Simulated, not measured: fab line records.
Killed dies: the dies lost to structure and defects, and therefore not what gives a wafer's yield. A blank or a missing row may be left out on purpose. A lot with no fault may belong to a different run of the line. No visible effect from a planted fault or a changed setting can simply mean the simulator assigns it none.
fab line records ; flow n5-finfet
record: lots: 11; wafers: 30; last-day: 19
route steps=1938 shown DUMMY_GATE@245 SD_EPI_N@268 PASSIVATION@1936
lots untouched by any fault: they come from a run of this same line in which no faults occurred
start-h: start of the lot's first displayed wafer, in hours after the record's first day ; wait-h: hours elapsed since this lot's preceding step ; " as in the row above ; L1.1+2: one row covering several wafers at once ; - no value present, or no start provided ; * or withheld: withheld ; < > ~ a bound
route shown NAME@n: names a module that has steps shown in the file, with the first one's number in the route ; usual: the fault-free wafers' mean and standard deviation ; same: alike in all rows ; chamber/n: place in a boat ; sites: per-site readings ; _std_site: the standard deviation of these ; _edge_site: outer sites' mean less inner sites' ; radius-mm: how far each site lies from the wafer's centre ; mask NAME#n: copy n ; behind: the tool/chamber that last shaped the wafer ; hold: why the lot was held/for how many hours/how that ended ; device: the n, p or np transistor that did not switch ; end of line: tests run on the same wafers once the route is complete ; a step with no rows: only its recipe ; killed: the dies lost at the first sort to structure and to defects; this is not the yield of the wafer ; map: per-die view of a wafer (x killed, . not killed, _ where there is no die)
set.NAME: the setting that was run; set.NAME@STEP: the one run at that earlier step ; model.NAME: the simulator's own value behind a step, which no gauge read
the route's steps for a sample of lots (tables are steps, rows are wafers)
services: a tool's chamber out of use, with start hour (start-h, from the record's first day; less than 0 if before it), hours out, and reason
== steps ==
step: N5_DUMMY_GATE_HM_OPEN_21
recipe: chemistry: CH3F/O2; target: SiNx; target-depth-a: 1200; Ar_flow_sccm: 150; CH3F_flow_sccm: 30; O2_flow_sccm: 23; time-s: 171.4; pressure-mtorr: 30; source-w: 395; bias-w: 73; ion-energy-ev: 120.7
usual: drypump-motor-current-A: 6.0/0.53; oes_f_703_au: 0.76/0.056; oes-product-au: 0.75/0.059; rf-fwd-power-W: 393.5/1.3; rf-vpp-V: 300/5.2; showerhead-plenum-p-Torr: 2.01/0.058; throttle-valve-pct: 16.51/0.19
lot.wafer;tool;chamber;start-h;wait-h;drypump-motor-current-A;oes_f_703_au;oes-product-au;rf-fwd-power-W;rf-hours-counter-h;rf-vpp-V;showerhead-plenum-p-Torr;throttle-valve-pct
L832.2;rie-diel-02;1;66.37;0.0;5.7;0.72;0.73;395.2;143;300;2.10;16.41
L832.3;rie-diel-02;2;66.37;0.0;5.9;0.77;0.72;393.6;176;296;2.01;16.55
L832.5;rie-diel-02;2;66.37;0.0;5.9;0.77;0.73;393.4;-;294;2.01;16.55
L833.3;rie-diel-02;1;73.27;0.0;5.7;0.72;0.73;394.3;146;302;2.10;16.41
L833.4;rie-diel-02;2;73.27;0.0;5.8;0.75;0.73;394.6;180;294;2.01;16.55
L833.6;rie-diel-02;2;73.27;0.0;5.8;0.76;0.73;394.9;-;296;2.01;16.56
L834.1;rie-diel-02;3;77.74;0.0;6.5;0.83;0.82;393.9;80;295;1.94;16.48
L834.3;rie-diel-02;2;77.74;0.0;5.8;0.77;0.72;392.5;182;295;2.01;16.56
L834.4;rie-diel-02;1;77.74;0.0;5.7;0.71;0.71;393.3;148;301;2.10;16.42
L836.4;rie-diel-05;3;90.57;0.0;5.1;0.78;0.75;393.4;164;298;2.03;16.54
L836.5;rie-diel-05;3;90.57;0.0;5.2;0.78;0.75;394.5;-;296;2.03;16.54
L836.6;rie-diel-05;0;90.57;0.0;5.9;0.71;0.71;391.9;-;302;2.06;16.42
L841.3;rie-diel-02;1;119.93;0.0;5.7;0.71;0.72;393.9;156;300;2.10;16.42
L841.4;rie-diel-02;2;119.93;0.0;5.8;0.75;0.71;393.0;197;295;2.00;16.59
L842.3;rie-diel-05;1;124.75;0.0;5.7;0.71;0.72;390.7;184;303;1.94;16.74
L842.4;rie-diel-05;1;124.75;0.0;5.7;0.70;0.72;391.1;-;300;1.94;16.74
L844.1;rie-diel-05;2;137.54;0.0;6.7;0.72;0.71;392.8;213;291;2.00;16.44
L844.4;rie-diel-05;2;137.54;0.0;6.7;0.71;0.71;393.6;-;292;2.00;16.43
L845.1;rie-diel-05;1;143.22;0.0;5.7;0.70;0.71;392.4;191;300;1.93;16.76
L845.2;rie-diel-05;2;143.22;0.0;6.7;0.72;0.70;394.7;216;293;2.00;16.47
L845.4;rie-diel-05;1;143.22;0.0;5.7;0.70;0.71;391.7;-;302;1.93;16.75
L847.1;rie-diel-05;1;153.82;0.0;5.7;0.70;0.71;393.2;194;300;1.93;16.77
L847.2;rie-diel-05;3;153.82;0.0;5.2;0.76;0.75;392.7;183;296;2.03;16.60
L847.3;rie-diel-05;0;153.82;0.0;5.9;0.97;0.97;392.6;2;302;2.06;15.92
L848.1;rie-diel-05;3;160.87;0.0;5.2;0.76;0.74;394.8;186;297;2.03;16.60
L848.2;rie-diel-05;0;160.87;0.0;5.9;0.95;0.96;392.6;4;305;2.06;15.94
L848.4;rie-diel-05;2;160.87;0.0;6.7;0.71;0.71;394.7;221;290;2.00;16.48
L850.3;rie-diel-05;2;172.99;0.0;6.7;0.71;0.71;393.2;224;293;2.00;16.47
L850.4;rie-diel-05;3;172.99;0.0;5.2;0.75;0.74;392.5;189;297;2.03;16.58
L850.5;rie-diel-05;2;172.99;0.0;6.8;0.71;0.70;394.5;-;290;2.00;16.46
step: N5_DUMMY_GATE_STRIP_48
recipe: chemistry: N2/H2; time-s: 20; power-w: 100; temp-c: 40; pressure-mtorr: 100; rf-frequency-hz: 6e+07; bias-power-w: 3; n2-flow-sccm: 300; h2-flow-sccm: 300
usual: drypump-motor-current-A: 6.0/0.5; oes-product-au: 0.76/0.073; rf-vpp-V: 45.2/0.76; showerhead-plenum-p-Torr: 3.36/0.092; throttle-valve-pct: 12.28/0.2
lot.wafer;tool;chamber;start-h;wait-h;drypump-motor-current-A;oes-product-au;rf-hours-counter-h;rf-vpp-V;showerhead-plenum-p-Torr;throttle-valve-pct
L832.2;rie-diel-06;3;67.09;0.0;5.6;0.75;134;45.7;3.51;12.23
L832.3;rie-diel-06;0;67.09;0.0;6.5;1.02;1;46.1;3.45;11.88
L832.5;rie-diel-06;1;67.09;0.0;5.8;0.79;-;44.4;3.29;11.99
L833.3;rie-diel-06;1;73.76;0.0;5.8;0.79;117;44.6;3.28;12.02
L833.4;rie-diel-06;2;73.76;0.0;6.7;0.73;187;45.4;3.22;12.39
L833.6;rie-diel-06;3;73.76;0.0;5.6;0.75;-;44.6;3.51;12.27
L834.1;rie-diel-02;1;78.20;0.0;5.7;0.72;148;46.5;3.51;12.25
L834.3;rie-diel-02;2;78.20;0.0;5.9;0.73;182;45.3;3.36;12.33
L834.4;rie-diel-02;0;78.20;0.0;6.6;0.76;121;45.4;3.40;12.39
L836.4;rie-diel-02;1;91.02;0.0;5.7;0.73;152;46.0;3.51;12.26
L836.5;rie-diel-02;1;91.02;0.0;5.7;0.73;-;46.0;3.51;12.25
L836.6;rie-diel-02;0;91.02;0.0;6.6;0.76;-;46.1;3.40;12.38
L841.3;rie-diel-02;2;120.38;0.0;5.8;0.71;197;45.9;3.36;12.37
L841.4;rie-diel-02;3;120.38;0.0;6.5;0.80;94;44.9;3.27;12.35
L842.3;rie-diel-05;1;125.20;0.0;5.7;0.72;184;44.4;3.24;12.54
L842.4;rie-diel-05;3;125.20;0.0;5.2;0.74;-;47.0;3.35;12.29
L844.1;rie-diel-06;2;137.99;0.0;6.7;0.71;205;45.7;3.22;12.42
L844.4;rie-diel-06;3;137.99;0.0;5.6;0.73;155;46.1;3.50;12.30
L845.1;rie-diel-05;2;143.69;0.0;6.8;0.72;216;45.2;3.36;12.26
L845.2;rie-diel-05;1;143.69;0.0;5.7;0.71;191;44.9;3.24;12.58
L845.4;rie-diel-05;3;143.69;0.0;5.2;0.75;-;44.7;3.35;12.32
L847.1;rie-diel-05;2;154.27;0.0;6.7;0.71;219;46.8;3.36;12.27
L847.2;rie-diel-05;1;154.27;0.0;5.7;0.71;194;45.3;3.24;12.57
L847.3;rie-diel-05;3;154.27;0.0;5.2;0.74;183;45.3;3.35;12.34
L848.1;rie-diel-05;0;161.32;0.0;5.9;0.96;5;43.9;3.45;11.69
L848.2;rie-diel-05;3;161.32;0.0;5.2;0.74;186;44.9;3.35;12.33
L848.4;rie-diel-05;2;161.32;0.0;6.7;0.72;221;45.4;3.36;12.29
L850.3;rie-diel-05;3;173.48;0.0;5.2;0.74;189;44.2;3.35;12.34
L850.4;rie-diel-05;1;173.48;0.0;5.7;0.70;200;46.4;3.23;12.61
L850.5;rie-diel-05;3;173.48;0.0;5.2;0.74;-;45.0;3.35;12.33
step: N5_DUMMY_GATE_INSPECT_27
recipe: inspect-instrument: brightfield; mode: aei
usual: raw-defect-count: 288/69
lot.wafer;tool;chamber;start-h;wait-h;raw-defect-count
L832.2;defect-inspect-02;-;67.29;0.0;210
L832.3;defect-inspect-02;-;67.29;0.0;286
L832.5;defect-inspect-02;-;67.29;0.0;299
L833.3;defect-inspect-02;-;73.94;0.0;273
L833.4;defect-inspect-02;-;73.94;0.0;306
L833.6;defect-inspect-02;-;73.94;0.0;350
L834.1;defect-inspect-01;-;78.39;0.0;306
L834.3;defect-inspect-01;-;78.39;0.0;271
L834.4;defect-inspect-01;-;78.39;0.0;245
L836.4;defect-inspect-02;-;91.21;0.0;196
L836.5;defect-inspect-02;-;91.21;0.0;279
L836.6;defect-inspect-02;-;91.21;0.0;249
L841.3;defect-inspect-02;-;120.57;0.0;315
L841.4;defect-inspect-02;-;120.57;0.0;210
L842.3;defect-inspect-01;-;125.40;0.0;236
L842.4;defect-inspect-01;-;125.40;0.0;223
L844.1;defect-inspect-01;-;138.18;0.0;346
L844.4;defect-inspect-01;-;138.18;0.0;398
L845.1;defect-inspect-01;-;143.88;0.0;414
L845.2;defect-inspect-01;-;143.88;0.0;476
L845.4;defect-inspect-01;-;143.88;0.0;317
L847.1;defect-inspect-02;-;154.46;0.0;425
L847.2;defect-inspect-02;-;154.46;0.0;252
L847.3;defect-inspect-02;-;154.46;0.0;473
L848.1;defect-inspect-01;-;161.51;0.0;429
L848.2;defect-inspect-01;-;161.51;0.0;553
L848.4;defect-inspect-01;-;161.51;0.0;291
L850.3;defect-inspect-02;-;173.67;0.0;375
L850.4;defect-inspect-02;-;173.67;0.0;484
L850.5;defect-inspect-02;-;173.67;0.0;320
step: N5_SD_EPI_N_PEB_07
recipe: peb-temp-c: 110; peb-time-s: 60; resist: CAR-ArF-block
usual: exhaust-pa: 44.7/0.96; heater-power-total-W: 175.3/1.6
lot.wafer;tool;chamber;start-h;wait-h;exhaust-pa;heater-power-total-W
L832.2;litho-track-04;0;68.23;0.0;44.8;177.0
L832.3;litho-track-04;0;68.23;0.0;45.6;173.4
L832.5;litho-track-04;0;68.23;0.0;45.7;176.5
L833.3;litho-track-05;0;74.88;0.0;44.3;174.2
L833.4;litho-track-05;0;74.88;0.0;44.1;174.2
L833.6;litho-track-05;0;74.88;0.0;44.8;173.0
L834.1;litho-track-05;0;79.46;0.1;45.7;176.6
L834.3;litho-track-05;0;79.46;0.1;44.9;173.0
L834.4;litho-track-05;0;79.46;0.1;44.0;176.8
L836.4;litho-track-04;0;92.15;0.0;44.7;176.0
L836.5;litho-track-04;0;92.15;0.0;43.8;175.4
L836.6;litho-track-04;0;92.15;0.0;45.7;177.0
L841.3;litho-track-04;0;121.73;0.0;43.3;187.3
L841.4;litho-track-04;0;121.73;0.0;44.2;183.8
L842.3;litho-track-04;0;126.84;0.0;45.2;184.5
L842.4;litho-track-04;0;126.84;0.0;44.4;188.7
L844.1;litho-track-04;0;139.24;0.1;43.4;173.1
L844.4;litho-track-04;0;139.24;0.1;43.0;187.2
L845.1;litho-track-01;0;144.81;0.1;44.4;177.6
L845.2;litho-track-01;0;144.81;0.1;44.7;174.8
L845.4;litho-track-01;0;144.81;0.1;45.0;175.7
L847.1;litho-track-01;0;155.47;0.1;42.2;176.9
L847.2;litho-track-01;0;155.47;0.1;43.0;173.0
L847.3;litho-track-01;0;155.47;0.1;43.9;177.3
L848.1;litho-track-01;0;162.45;0.1;44.2;174.5
L848.2;litho-track-01;0;162.45;0.1;43.9;177.4
L848.4;litho-track-01;0;162.45;0.1;44.2;174.9
L850.3;litho-track-01;0;174.48;0.0;44.0;176.9
L850.4;litho-track-01;0;174.48;0.0;45.4;176.4
L850.5;litho-track-01;0;174.48;0.0;44.3;177.6
step: N5_SD_EPI_N_CD_MEAS_09
recipe: target-cd-nm: 120; landing-energy-ev: 500; detector: se-inlens
usual: cd-nm: 120.2/0.65
same: landing-energy-ev: 500
lot.wafer;tool;chamber;start-h;wait-h;cd-nm
L832.2;cd-sem-03;0;68.29;-;120.8
L832.3;cd-sem-03;0;68.29;-;121.0
L832.5;cd-sem-03;0;68.29;-;119.9
L833.3;cd-sem-01;0;74.95;-;120.0
L833.4;cd-sem-01;0;74.95;-;119.8
L833.6;cd-sem-01;0;74.95;-;120.2
L834.1;cd-sem-02;0;79.52;-;120.1
L834.3;cd-sem-02;0;79.52;-;118.8
L834.4;cd-sem-02;0;79.52;-;120.0
L836.4;cd-sem-01;0;92.22;-;119.1
L836.5;cd-sem-01;0;92.22;-;120.3
L836.6;cd-sem-01;0;92.22;-;119.9
L841.3;cd-sem-01;0;121.80;-;116.5
L841.4;cd-sem-01;0;121.80;-;116.8
L842.3;cd-sem-02;0;126.91;-;116.7
L842.4;cd-sem-02;0;126.91;-;115.8
L844.1;cd-sem-01;0;139.31;-;119.9
L844.4;cd-sem-01;0;139.31;-;116.8
L845.1;cd-sem-02;0;144.88;-;120.5
L845.2;cd-sem-02;0;144.88;-;119.5
L845.4;cd-sem-02;0;144.88;-;120.7
L847.1;cd-sem-03;0;155.54;-;120.4
L847.2;cd-sem-03;0;155.54;-;120.0
L847.3;cd-sem-03;0;155.54;-;121.3
L848.1;cd-sem-02;0;162.51;-;120.4
L848.2;cd-sem-02;0;162.51;-;120.4
L848.4;cd-sem-02;0;162.51;-;120.5
L850.3;cd-sem-01;0;174.55;-;119.9
L850.4;cd-sem-01;0;174.55;-;119.2
L850.5;cd-sem-01;0;174.55;-;120.3
step: N5_PASSIVATION_PROBE_49
usual: killed_at_M0_to_M3: 33/11; killed_at_M4_up: 15/6.2; killed-at-contacts: 13/6.5; killed-at-front-end: 38/11; killed-at-other: 3.4/2.6; killed-dies: 102/17; killed-open: 67/12; killed-short: 34/7.9
same: gross-dies: 1180; killed-at-back-side: 0
lot.wafer;tool;chamber;start-h;wait-h;killed_at_M0_to_M3;killed_at_M4_up;killed-at-contacts;killed-at-front-end;killed-at-other;killed-dies;killed-open;killed-short
L833.3;prober-02;-;310.72;0.1;73;15;13;30;3;134;84;47
L833.4;prober-02;-;310.77;0.2;53;10;20;38;3;124;70;51
L833.6;prober-02;-;310.87;0.3;33;12;8;30;4;87;61;25
L842.3;prober-02;-;388.94;0.1;30;18;18;25;3;94;64;29
L842.4;prober-02;-;388.99;0.2;31;6;17;36;1;91;63;28
killed by level:class
L833.3 BEOL_M0_SAQP:geometric-particle:open=19 BEOL_M0_SAQP:geometric-particle:short=14 BEOL_M2:geometric-particle:open=12 MOL_CONTACT_COAG:geometric-particle:open=11 BEOL_M1:geometric-particle:open=11 BEOL_M4:geometric-particle:short=7 BEOL_M3:geometric-particle:open=6 BEOL_M4:geometric-particle:open=6
L833.4 MOL_CONTACT_COAG:geometric-particle:open=18 BEOL_M2:geometric-particle:open=13 FIN_SAQP:geometric-particle:short=8 BEOL_M0_SAQP:geometric-particle:short=7 BEOL_M0_SAQP:geometric-particle:open=6 BEOL_M2:geometric-particle:short=6 STI_FIN_REVEAL:geometric-particle:open=5 GATE_CUT:geometric-particle:short=5
L833.6 STI_FIN_REVEAL:geometric-particle:open=12 BEOL_M0_SAQP:geometric-particle:short=9 MOL_CONTACT_COAG:geometric-particle:open=7 BEOL_M0_SAQP:geometric-particle:open=7 BEOL_M2:geometric-particle:open=6 BEOL_M4:geometric-particle:open=5 BEOL_M1:geometric-particle:open=4 FIN_SAQP:geometric-particle:short=3
L842.3 MOL_CONTACT_COAG:geometric-particle:open=16 BEOL_M2:geometric-particle:open=9 BEOL_M0_SAQP:geometric-particle:open=8 DUMMY_GATE:geometric-particle:open=7 BEOL_M4:geometric-particle:open=7 BEOL_M0_SAQP:geometric-particle:short=5 FIN_SAQP:geometric-particle:short=4 FIN_SAQP:geometric-particle:open=3
L842.4 MOL_CONTACT_COAG:geometric-particle:open=15 FIN_SAQP:geometric-particle:open=14 BEOL_M2:geometric-particle:open=10 FIN_SAQP:geometric-particle:short=8 BEOL_M1:geometric-particle:open=6 STARTING-WAFER:geometric-particle:short=5 BEOL_M0_SAQP:geometric-particle:short=4 BEOL_M3:geometric-particle:open=4
== services ==
tool;chamber;start-h;hours;kind
rie-diel-06;0;51.53;-;clean
rie-diel-06;0;51.53;-;consumable-replace:focus-ring
rie-diel-06;0;51.53;14.0;scheduled-down
rie-diel-06;0;51.53;14.0;vent-cycle
rie-diel-05;-;51.87;28.1;pm
rie-diel-02;0;52.41;13.2;repair
rie-diel-02;1;93.14;16.4;repair
rie-diel-05;0;122.27;-;clean
rie-diel-05;0;122.27;-;consumable-replace:focus-ring
rie-diel-05;0;122.27;24.0;scheduled-down
rie-diel-05;0;122.27;24.0;vent-cycle
litho-track-04;-;153.66;-;consumable-replace:filter
== key ==
first-sign: step: N5_SD_EPI_N_PEB_07; reading: heater-power-total-W; direction: up; sigmas: 7; usual: *; struck: *
effect: step: N5_SD_EPI_N_CD_MEAS_09; reading: cd-nm; direction: down; sigmas: 5.7; usual: 120.2; struck: 116.5
met-at N5_SD_EPI_N_PEB_07
struck-lots L841,L842,L844
struck-wafers L841.3,L841.4,L842.3,L842.4,L844.4
tester-left-out L841,L842,L844
not-acting-at N5_DUMMY_GATE_HM_OPEN_21,N5_DUMMY_GATE_STRIP_48,N5_DUMMY_GATE_INSPECT_27
onset-between 92.15 121.73
fault: kind: process-parameter-drift; tool: litho-track-04; chamber: -; onset-h: 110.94; steps: N5_SD_EPI_N_PEB_07; channel: peb-time-s; offset: *; shape: step; end-h: 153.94; scope: struck-wafers-only; acts-in: *; stated: *
tester-left-out: of these lots the tester's yield and bins aren't shown, on N5 and GAA mostly nor the transistor test; their killed dies are dies lost to structure and defects alone, not to doping, threshold or leakage, so they don't give the yield
